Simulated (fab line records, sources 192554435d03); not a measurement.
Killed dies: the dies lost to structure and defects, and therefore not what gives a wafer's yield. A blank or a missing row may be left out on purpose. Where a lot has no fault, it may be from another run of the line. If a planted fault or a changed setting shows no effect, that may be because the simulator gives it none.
fab line records	flow n5-finfet	part 1 of 2: steps 1 to 4 of 6
record lots=24	wafers=72	last-day=17
route steps=1938 shown WELL_APT@46 PMOS_HMC_CHANNEL_EPI@71 FIN_SAQP@94 STI_FIN_REVEAL@189
lots untouched by any fault: they come from a run of this same line in which no faults occurred
start-h: the number of hours between the record's first day and the start of the first shown wafer of the lot	wait-h: time in hours since the lot's previous step	" the same as in the row above	L1.1+2: one row covering several wafers at once	- either no value or no given start	* or withheld: withheld	< > ~ a bound
route shown NAME@n: names a module that has steps shown in the file, with the first one's number in the route	usual: average and standard deviation across the fault-free wafers	same: alike in all rows	chamber/n: place in a boat	sites: each site's reading	_std_site: standard deviation of those values	_edge_site: the outer-site mean with the inner-site mean subtracted	radius-mm: for every site, how far away it sits from the centre of the wafer	mask NAME#n: copy n	behind: the tool/chamber that last shaped the wafer	hold: why the lot went on hold/how many hours it stayed there/how the hold came to an end	device: the transistor (n, p or np) that didn't switch	end of line: the tests these same wafers got at the end of their route	step lacking rows: just its recipe	killed: count of dies lost to structure and defects at first sort (not the wafer's yield)	map: dies across one wafer; x = killed, . = not, _ = none there
set.NAME: the setting that was run; set.NAME@STEP: the one run at that earlier step	model.NAME: the simulator's own value behind a step, which no gauge read
the route's steps for a sample of lots (tables are steps, rows are wafers)
services: from which hour (start-h, from the record's first day; less than 0 if before it) a tool's chamber was out of use, for how many hours, and why
## steps
# step N5_WELL_APT_DESCUM_30
# recipe chemistry=O2	time-s=7.9	source-power-w=50	bias-power-w=20	pressure-mtorr=20	rf-frequency-hz=2.712e+07	temp-c=40	o2-flow-sccm=225
# usual chamber-pressure-mTorr=19.999/0.019	drypump-motor-current-A=5.4/0.51	oes-product-au=0.77/0.097	rf-vpp-V=243.5/1.2	showerhead-plenum-p-Torr=2.11/0.054	throttle-valve-pct=20.58/0.22
lot.wafer	tool	chamber	start-h	wait-h	chamber-pressure-mTorr	drypump-motor-current-A	oes-product-au	rf-hours-counter-h	rf-vpp-V	showerhead-plenum-p-Torr	throttle-valve-pct
L074.1	rie-diel-06	1	15.08	0.0	20.002	5.9	0.72	169	243.0	2.08	20.68
L074.3	"	0	"	"	19.972	5.2	0.67	239	244.4	2.14	20.24
L074.5	"	3	"	"	20.016	4.8	0.74	-	245.1	2.20	20.71
L075.2	rie-diel-06	0	20.94	0.0	20.009	5.3	0.66	240	244.6	2.14	20.23
L075.5	"	3	"	"	19.996	4.8	0.74	-	244.3	2.20	20.73
L075.6	"	0	"	"	20.008	5.2	0.67	-	244.8	2.14	20.23
L076.3	rie-diel-05	1	27.56	0.7	20.002	5.1	0.69	235	244.3	2.15	20.59
L076.4	"	3	"	"	19.993	6.1	0.75	141	244.0	2.11	20.60
L076.6	"	1	"	"	20.005	5.1	0.68	-	243.3	2.15	20.58
L077.2	rie-diel-03	1	33.11	0.0	19.979	5.9	0.70	214	243.3	2.08	20.78
L077.4	"	2	"	"	20.018	5.8	0.67	240	243.7	2.17	20.60
L077.6	"	3	"	"	19.998	5.5	0.75	-	245.1	2.18	20.69
L078.4	rie-diel-06	0	39.62	0.0	20.016	5.3	0.66	246	242.6	2.14	20.25
L078.5	"	0	"	"	19.975	5.3	0.67	-	245.1	2.14	20.23
L078.6	"	3	"	"	19.987	4.8	0.72	-	244.5	2.20	20.73
L079.1	rie-diel-06	1	46.60	0.3	20.012	5.8	0.71	179	242.8	2.08	20.68
L079.3	"	3	"	"	20.032	4.8	0.73	157	245.7	2.20	20.74
L079.5	"	0	"	"	20.009	5.2	0.66	-	243.5	2.14	20.25
L080.2	rie-diel-05	3	51.25	0.0	19.987	6.1	0.74	151	242.1	2.11	20.63
L080.3	"	2	"	"	19.991	4.8	0.78	116	242.3	2.04	20.59
L080.6	"	2	"	"	19.995	4.9	0.78	-	241.8	2.04	20.60
L081.1	rie-diel-05	1	56.99	0.0	19.980	5.1	0.67	246	243.9	2.14	20.60
L081.4	"	2	"	"	19.982	4.8	0.78	-	243.0	2.04	20.59
L081.5	"	3	"	"	20.009	6.1	0.75	-	244.5	2.11	20.63
L082.2	rie-diel-06	3	63.89	0.1	20.006	4.8	0.72	165	245.1	2.19	20.73
L082.4	"	2	"	"	19.994	4.7	0.70	-	241.5	2.09	20.85
L082.5	"	1	"	"	19.994	5.9	0.71	-	242.4	2.07	20.68
L083.1	rie-diel-05	2	69.59	0.3	19.996	4.8	0.77	122	243.3	2.04	20.61
L083.3	"	3	"	"	20.032	6.1	0.74	156	245.1	2.10	20.63
L083.4	"	0	"	"	19.993	5.9	0.97	4	242.8	2.04	20.28
L084.1	rie-diel-06	3	75.42	0.2	20.007	4.8	0.71	169	244.9	2.19	20.77
L084.2	"	1	"	"	19.991	5.9	0.70	191	244.0	2.07	20.68
L084.4	"	0	"	"	19.991	5.2	0.97	2	244.6	2.14	20.01
L085.2	rie-diel-06	2	81.76	0.3	19.996	4.7	0.70	217	242.5	2.09	20.85
L085.3	"	3	"	"	20.017	4.8	0.71	171	246.2	2.19	20.76
L085.6	"	3	"	"	20.035	4.8	0.72	-	244.8	2.19	20.77
L086.2	rie-diel-05	1	87.35	0.0	20.023	5.1	0.96	0	244.4	2.14	20.24
L086.4	"	2	"	"	19.945	4.8	0.77	130	241.6	2.03	20.62
L086.5	"	3	"	"	19.982	6.1	0.73	-	243.3	2.10	20.65
L087.1	rie-diel-06	0	93.30	0.2	20.048	5.2	0.94	9	243.9	2.13	20.03
L087.5	"	2	"	"	20.017	4.7	0.69	-	241.9	2.09	20.86
L087.6	"	1	"	"	20.020	5.9	0.70	-	241.7	2.07	20.72
L088.4	rie-diel-05	2	99.02	0.1	20.018	4.8	0.77	134	242.6	2.03	20.61
L088.5	"	2	"	"	19.979	4.8	0.76	-	242.3	2.03	20.61
L088.6	"	1	"	"	19.994	5.1	0.94	-	243.4	2.14	20.25
L089.2	rie-diel-03	1	105.37	0.0	19.998	5.9	0.67	246	243.3	2.07	20.82
L089.5	"	3	"	"	20.001	5.5	0.72	-	243.0	2.17	20.74
L089.6	"	2	"	"	19.995	5.8	0.95	-	243.4	2.17	20.35
L090.2	rie-diel-05	0	111.09	0.0	19.981	5.9	0.93	20	243.2	2.03	20.30
L090.3	"	3	"	"	20.020	6.0	0.72	173	243.0	2.10	20.66
L090.5	"	2	"	"	20.039	4.8	0.76	-	241.8	2.03	20.60
L091.2	rie-diel-03	2	116.96	0.0	19.990	5.8	0.95	11	243.4	2.16	20.36
L091.5	"	3	"	"	20.033	5.5	0.73	-	245.2	2.17	20.75
L091.6	"	2	"	"	20.007	5.8	0.94	-	243.9	2.16	20.36
L092.2	rie-diel-03	1	124.22	0.7	19.996	5.9	0.66	251	244.6	2.06	20.84
L092.4	"	2	"	"	19.994	5.8	0.92	-	244.9	2.16	20.36
L092.5	"	1	"	"	20.004	5.9	0.67	-	241.3	2.06	20.84
L093.2	rie-diel-06	1	128.86	0.0	20.003	5.9	0.68	211	244.8	2.07	20.74
L093.3	"	3	"	"	19.994	4.8	0.70	188	245.1	2.19	20.77
L093.6	"	0	"	"	20.001	5.3	0.93	-	244.4	2.13	20.03
L094.2	rie-diel-05	2	135.09	0.0	19.986	4.8	0.75	149	242.8	2.03	20.65
L094.3	"	0	"	"	20.007	5.9	0.90	29	242.0	2.03	20.32
L094.5	"	0	"	"	19.983	5.9	0.90	-	242.8	2.03	20.32
L095.2	rie-diel-05	3	141.16	0.0	20.012	6.1	0.71	185	243.4	2.09	20.69
L095.4	"	2	"	"	20.008	4.9	0.75	152	242.7	2.03	20.65
L095.5	"	2	"	"	20.016	4.8	0.75	-	242.7	2.03	20.67
L096.1	rie-diel-05	0	147.97	0.7	20.001	5.9	0.90	33	244.3	2.03	20.34
L096.4	"	1	"	"	20.004	5.1	0.87	22	245.5	2.13	20.28
L096.6	"	0	"	"	19.979	5.8	0.89	-	243.0	2.03	20.33
L097.3	rie-diel-03	1	153.14	0.3	19.976	5.9	0.99	2	244.3	2.06	20.36
L097.4	"	2	"	"	19.972	5.8	0.92	-	245.0	2.16	20.37
L097.6	"	3	"	"	20.020	5.5	0.71	-	246.3	2.16	20.77
# step N5_PMOS_HMC_CHANNEL_EPI_STRIP_33
# recipe chemistry=N2/H2	power-w=500	temp-c=40	pressure-mtorr=50	rf-frequency-hz=6e+07	overash-fraction=0.3	bias-power-w=8	h2-frac=0.5	n2-flow-sccm=300	h2-flow-sccm=300
# usual chamber-pressure-mTorr=50.00/0.089	drypump-motor-current-A=5.9/0.59	n2-flow-sccm=300.2/0.93	oes-product-au=0.80/0.088	rf-vpp-V=54.4/1.7	showerhead-plenum-p-Torr=3.35/0.097	throttle-valve-pct=18.9/0.4
lot.wafer	tool	chamber	start-h	wait-h	chamber-pressure-mTorr	drypump-motor-current-A	n2-flow-sccm	oes-product-au	rf-hours-counter-h	rf-vpp-V	showerhead-plenum-p-Torr	throttle-valve-pct
L074.1	rie-diel-01	3	17.47	0.0	49.96	6.3	300.3	0.76	134	52.2	3.34	18.1
L074.3	"	1	"	"	50.04	6.4	299.4	0.70	249	55.0	3.42	19.1
L074.5	"	0	"	"	49.98	5.1	299.3	0.67	-	53.8	3.31	19.3
L075.2	rie-diel-04	1	23.13	0.0	49.93	5.1	300.2	0.69	239	55.7	3.48	19.5
L075.5	"	2	"	"	49.84	5.7	301.3	0.79	-	52.1	3.25	18.6
L075.6	"	1	"	"	49.95	5.0	302.0	0.69	-	52.9	3.47	19.5
L076.3	rie-diel-04	0	30.29	0.0	49.92	6.1	299.4	0.77	134	53.7	3.52	19.3
L076.4	"	3	"	"	49.98	6.7	298.6	0.85	83	55.9	3.25	18.5
L076.6	"	2	"	"	49.89	5.7	299.2	0.79	-	54.6	3.25	18.5
L077.2	rie-diel-04	3	36.13	0.0	49.95	6.7	300.9	0.86	86	56.0	3.25	18.6
L077.4	"	0	"	"	50.11	6.1	300.0	0.78	137	58.3	3.52	19.3
L077.6	"	1	"	"	50.09	5.1	300.4	0.69	-	55.5	3.47	19.5
L078.4	rie-diel-01	2	42.11	0.0	50.00	6.8	301.0	0.83	-	53.6	3.29	18.9
L078.5	"	2	"	"	49.96	6.8	299.6	0.84	-	54.7	3.29	18.9
L078.6	"	0	"	"	49.97	5.1	300.6	0.68	-	54.7	3.30	19.3
L079.1	rie-diel-02	0	48.93	0.0	49.94	5.6	299.6	0.71	205	53.9	3.50	19.5
L079.3	"	1	"	"	49.93	5.4	300.1	0.78	123	55.3	3.38	18.7
L079.5	"	0	"	"	49.94	5.6	298.9	0.71	-	53.7	3.50	19.5
L080.2	rie-diel-01	1	53.64	0.0	50.19	6.4	299.2	0.97	3	53.0	3.42	18.8
L080.3	"	3	"	"	50.10	6.3	300.3	0.77	142	54.3	3.33	18.1
L080.6	"	2	"	"	49.95	6.8	300.1	0.84	-	53.8	3.29	18.9
L081.1	rie-diel-01	3	59.46	0.0	50.01	6.2	299.3	0.76	144	54.1	3.33	18.1
L081.4	"	2	"	"	50.01	6.8	300.9	0.83	-	54.1	3.29	18.9
L081.5	"	3	"	"	49.88	6.3	298.7	0.77	-	53.1	3.33	18.1
L082.2	rie-diel-02	1	66.21	0.0	50.13	5.4	300.7	0.77	129	53.3	3.38	18.7
L082.4	"	0	"	"	50.00	5.6	301.6	0.71	-	50.7	3.49	19.5
L082.5	"	2	"	"	49.82	6.2	298.3	0.68	-	52.9	3.16	19.0
L083.1	rie-diel-01	0	72.20	0.0	50.11	5.1	300.7	0.98	3	56.7	3.30	18.9
L083.3	"	3	"	"	50.06	6.3	300.7	0.77	148	57.5	3.33	18.1
L083.4	"	1	"	"	50.13	6.4	300.9	0.94	8	52.1	3.42	18.8
L084.1	rie-diel-01	3	77.74	0.0	50.05	6.3	301.4	0.76	149	52.5	3.33	18.1
L084.2	"	2	"	"	50.03	6.8	301.7	0.82	94	53.3	3.28	18.9
L084.4	"	0	"	"	49.90	5.1	301.2	0.97	5	53.7	3.30	19.0
L085.2	rie-diel-04	2	84.25	0.0	50.06	5.7	300.0	0.76	136	55.7	3.24	18.6
L085.3	"	0	"	"	49.90	6.2	299.1	0.75	151	52.0	3.51	19.3
L085.6	"	2	"	"	50.07	5.7	300.0	0.77	-	53.9	3.24	18.6
L086.2	rie-diel-01	1	89.71	0.0	50.05	6.4	298.3	0.93	14	55.0	3.41	18.8
L086.4	"	2	"	"	49.99	6.8	300.1	0.82	97	57.5	3.28	18.9
L086.5	"	0	"	"	50.07	5.1	299.3	0.97	-	54.5	3.29	19.0
L087.1	rie-diel-04	0	95.59	0.0	50.10	6.1	300.1	0.73	154	56.5	3.51	19.3
L087.5	"	3	"	"	49.92	6.7	299.6	0.84	-	55.3	3.24	18.6
L087.6	"	0	"	"	50.09	6.1	299.9	0.75	-	53.4	3.51	19.3
L088.4	rie-diel-04	3	101.84	0.0	50.00	6.7	298.9	0.84	106	51.9	3.24	18.6
L088.5	"	2	"	"	49.94	5.7	301.0	0.77	-	54.4	3.24	18.6
L088.6	"	1	"	"	49.95	5.0	299.8	0.94	-	56.1	3.47	19.1
L089.2	rie-diel-02	3	108.12	0.0	50.01	6.0	299.2	0.71	151	57.3	3.34	19.2
L089.5	"	3	"	"	50.00	6.0	301.1	0.70	-	55.5	3.34	19.2
L089.6	"	1	"	"	50.01	5.3	299.3	0.77	-	54.8	3.37	18.8
L090.2	rie-diel-02	1	113.64	0.0	49.90	5.4	299.8	0.77	144	54.2	3.37	18.7
L090.3	"	3	"	"	49.93	6.0	298.8	0.72	153	55.5	3.34	19.2
L090.5	"	1	"	"	49.99	5.4	300.3	0.76	-	52.8	3.37	18.7
L091.2	rie-diel-01	2	120.11	0.0	49.91	6.8	299.4	0.81	106	55.8	3.28	19.0
L091.5	"	0	"	"	49.91	5.1	300.1	0.93	-	57.7	3.29	19.0
L091.6	"	3	"	"	50.07	6.2	300.3	0.76	-	56.2	3.32	18.2
L092.2	rie-diel-02	1	126.50	0.0	50.00	5.4	300.9	0.75	149	51.7	3.37	18.8
L092.4	"	1	"	"	49.98	5.3	301.0	0.77	-	52.4	3.37	18.8
L092.5	"	0	"	"	50.07	5.6	300.4	0.69	-	54.8	3.48	19.6
L093.2	rie-diel-04	3	131.40	0.0	49.87	6.7	301.7	0.82	116	54.7	3.23	18.6
L093.3	"	0	"	"	49.98	6.1	298.7	0.73	164	55.4	3.50	19.3
L093.6	"	2	"	"	49.81	5.7	300.0	0.76	-	54.0	3.23	18.6
L094.2	rie-diel-02	2	137.73	0.0	50.07	6.2	299.6	0.95	4	55.1	3.55	18.6
L094.3	"	3	"	"	49.99	6.0	302.3	0.71	163	53.3	3.33	19.2
L094.5	"	0	"	"	50.08	5.5	299.7	0.69	-	53.4	3.48	19.5
L095.2	rie-diel-04	2	143.56	0.0	49.88	5.8	299.8	0.76	156	56.7	3.23	18.6
L095.4	"	1	"	"	50.14	5.1	300.6	0.90	-	53.0	3.46	19.2
L095.5	"	2	"	"	50.16	5.7	300.9	0.76	-	54.6	3.23	18.6
L096.1	rie-diel-01	0	150.78	0.0	50.17	5.1	302.4	0.93	27	52.5	3.29	19.0
L096.4	"	1	"	"	50.08	6.3	300.0	0.89	34	56.3	3.40	18.8
L096.6	"	2	"	"	49.98	6.8	300.0	0.80	-	55.3	3.27	19.0
L097.3	rie-diel-04	3	155.99	0.0	50.00	6.6	300.3	0.81	126	50.7	3.23	18.7
L097.4	"	0	"	"	50.04	6.1	298.7	0.74	168	59.1	3.50	19.3
L097.6	"	1	"	"	49.92	5.0	301.0	0.88	-	53.8	3.46	19.2
# step N5_FIN_SAQP_ALD_61
# recipe material=SiO2	target-thk-a=40	temp-c=300	ald-precursor-family=BDEAS	ald-co-reactant=O2-plasma	pulse-time-s=1	purge-time-s=2	co-reactant-purge-time-s=2	ald-cycles=43	pressure-torr=2
# usual chamber-pressure-Torr=1.999/0.0048	heater-power-w=481/66	precursor-pulse-height-rel=1.001/0.018
lot.wafer	tool	chamber	start-h	wait-h	chamber-pressure-Torr	heater-power-w	precursor-pulse-height-rel
L074.1	ald-sin-01	3	20.38	0.1	1.992	476	0.979
L074.3	"	0	"	"	2.010	338	1.000
L074.5	"	1	"	"	2.000	452	1.007
L075.2	ald-sin-03	2	25.85	0.0	2.000	519	0.983
L075.5	"	3	"	"	1.994	531	0.973
L075.6	"	2	"	"	2.011	511	0.989
L076.3	ald-sin-02	2	33.52	0.0	1.998	474	1.027
L076.4	"	1	"	"	2.001	458	0.997
L076.6	"	3	"	"	2.000	491	1.004
L077.2	ald-sin-01	1	38.87	0.0	2.004	457	1.022
L077.4	"	2	"	"	2.010	596	1.008
L077.6	"	3	"	"	1.998	478	1.007
L078.4	ald-sin-01	3	44.84	0.0	1.997	488	0.993
L078.5	"	2	"	"	1.995	597	1.003
L078.6	"	1	"	"	1.998	451	1.017
L079.1	ald-sin-02	3	51.78	0.0	2.001	480	1.000
L079.3	"	0	"	"	1.995	437	0.998
L079.5	"	1	"	"	2.002	455	1.001
L080.2	ald-sin-03	0	56.49	0.0	1.995	461	1.016
L080.3	"	1	"	"	1.996	412	0.987
L080.6	"	2	"	"	2.001	514	1.008
L081.1	ald-sin-03	2	62.46	0.0	1.997	529	1.003
L081.4	"	1	"	"	2.002	427	0.973
L081.5	"	2	"	"	2.004	532	0.999
L082.2	ald-sin-01	1	69.43	0.1	2.001	462	1.021
L082.4	"	2	"	"	1.996	630	1.018
L082.5	"	1	"	"	1.999	451	1.018
L083.1	ald-sin-03	1	74.94	0.0	1.999	418	1.006
L083.3	"	2	"	"	1.998	521	1.012
L083.4	"	3	"	"	2.000	532	1.008
L084.1	ald-sin-03	3	80.77	0.0	1.996	544	1.011
L084.2	"	0	"	"	2.003	476	1.023
L084.4	"	1	"	"	1.999	402	0.989
L085.2	ald-sin-02	1	87.18	0.0	2.006	462	0.999
L085.3	"	2	"	"	1.995	472	0.989
L085.6	"	1	"	"	2.001	457	1.010
L086.2	ald-sin-03	3	95.24	2.7	2.005	552	0.997
L086.4	"	0	"	"	1.999	455	1.030
L086.5	"	1	"	"	2.005	430	1.006
L087.1	ald-sin-02	0	101.99	3.6	1.991	446	1.000
L087.5	"	1	"	"	2.000	475	0.990
L087.6	"	2	"	"	2.003	470	0.957
L088.4	ald-sin-03	3	105.63	1.1	2.003	538	0.990
L088.5	"	0	"	"	1.998	461	1.012
L088.6	"	3	"	"	2.007	550	1.029
L089.2	ald-sin-03	0	110.88	0.0	1.995	465	0.978
L089.5	"	2	"	"	2.003	508	1.024
L089.6	"	3	"	"	1.997	537	1.007
L090.2	ald-sin-01	3	117.46	0.0	2.008	459	1.000
L090.3	"	0	"	"	1.992	352	0.980
L090.5	"	3	"	"	1.995	468	1.007
L091.2	ald-sin-01	3	124.32	1.0	1.995	472	1.019
L091.5	"	3	"	"	1.997	473	0.985
L091.6	"	0	"	"	1.999	353	0.958
L092.2	ald-sin-03	2	129.92	0.2	1.992	529	1.018
L092.4	"	3	"	"	2.001	521	0.995
L092.5	"	2	"	"	2.003	524	0.994
L093.2	ald-sin-02	3	134.26	0.0	1.991	494	1.004
L093.3	"	2	"	"	1.995	486	1.005
L093.6	"	3	"	"	1.998	492	1.021
L094.2	ald-sin-01	0	140.47	0.0	2.004	355	0.973
L094.3	"	3	"	"	2.000	459	0.992
L094.5	"	2	"	"	2.002	591	0.995
L095.2	ald-sin-03	2	146.71	0.1	2.001	514	1.005
L095.4	"	3	"	"	1.999	540	0.992
L095.5	"	3	"	"	1.999	535	0.975
L096.1	ald-sin-01	2	153.71	0.2	2.000	610	1.002
L096.4	"	3	"	"	1.996	460	0.997
L096.6	"	2	"	"	1.998	616	1.035
L097.3	ald-sin-01	1	158.83	0.0	1.999	476	1.016
L097.4	"	0	"	"	2.005	350	1.006
L097.6	"	0	"	"	2.000	346	1.027
# step N5_FIN_SAQP_THK_MEAS_07
# usual thk-nm=59.9/0.82
lot.wafer	tool	chamber	start-h	wait-h	thk-nm
L074.1	film-metro-02	-	21.11	0.1	60.7
L074.3	"	-	"	"	60.3
L074.5	"	-	"	"	60.9
L075.2	film-metro-01	-	26.63	0.1	59.7
L075.5	"	-	"	"	60.6
L075.6	"	-	"	"	60.4
L076.3	film-metro-01	-	34.26	0.1	59.4
L076.4	"	-	"	"	59.0
L076.6	"	-	"	"	60.7
L077.2	film-metro-02	-	39.60	0.1	59.9
L077.4	"	-	"	"	61.1
L077.6	"	-	"	"	59.9
L078.4	film-metro-01	-	45.56	0.0	60.2
L078.5	"	-	"	"	60.4
L078.6	"	-	"	"	60.1
L079.1	film-metro-02	-	52.59	0.1	58.7
L079.3	"	-	"	"	59.1
L079.5	"	-	"	"	59.1
L080.2	film-metro-01	-	57.20	0.1	58.8
L080.3	"	-	"	"	59.0
L080.6	"	-	"	"	60.6
L081.1	film-metro-02	-	63.17	0.1	60.6
L081.4	"	-	"	"	59.8
L081.5	"	-	"	"	61.1
L082.2	film-metro-01	-	70.21	0.1	61.0
L082.4	"	-	"	"	61.8
L082.5	"	-	"	"	59.7
L083.1	film-metro-01	-	75.81	0.1	59.1
L083.3	"	-	"	"	59.9
L083.4	"	-	"	"	61.1
L084.1	film-metro-02	-	81.48	0.1	59.5
L084.2	"	-	"	"	59.5
L084.4	"	-	"	"	60.5
L085.2	film-metro-01	-	88.15	0.1	59.0
L085.3	"	-	"	"	58.2
L085.6	"	-	"	"	59.6
L086.2	film-metro-01	-	95.95	0.1	58.8
L086.4	"	-	"	"	61.0
L086.5	"	-	"	"	59.5
L087.1	film-metro-02	-	102.77	0.1	59.3
L087.5	"	-	"	"	60.1
L087.6	"	-	"	"	61.0
L088.4	film-metro-01	-	106.48	0.0	60.8
L088.5	"	-	"	"	61.1
L088.6	"	-	"	"	60.8
L089.2	film-metro-01	-	111.62	0.1	59.5
L089.5	"	-	"	"	60.2
L089.6	"	-	"	"	60.8
L090.2	film-metro-01	-	118.41	0.1	60.4
L090.3	"	-	"	"	60.1
L090.5	"	-	"	"	60.2
L091.2	film-metro-01	-	125.06	0.1	59.0
L091.5	"	-	"	"	60.3
L091.6	"	-	"	"	60.6
L092.2	film-metro-02	-	130.71	0.1	58.7
L092.4	"	-	"	"	60.4
L092.5	"	-	"	"	59.5
L093.2	film-metro-01	-	135.18	0.1	59.6
L093.3	"	-	"	"	59.9
L093.6	"	-	"	"	60.3
L094.2	film-metro-02	-	141.18	0.1	58.8
L094.3	"	-	"	"	58.7
L094.5	"	-	"	"	59.3
L095.2	film-metro-01	-	147.49	0.1	58.8
L095.4	"	-	"	"	60.1
L095.5	"	-	"	"	60.0
L096.1	film-metro-02	-	154.44	0.1	58.9
L096.4	"	-	"	"	60.3
L096.6	"	-	"	"	60.2
L097.3	film-metro-01	-	159.61	0.1	58.0
L097.4	"	-	"	"	59.3
L097.6	"	-	"	"	59.3
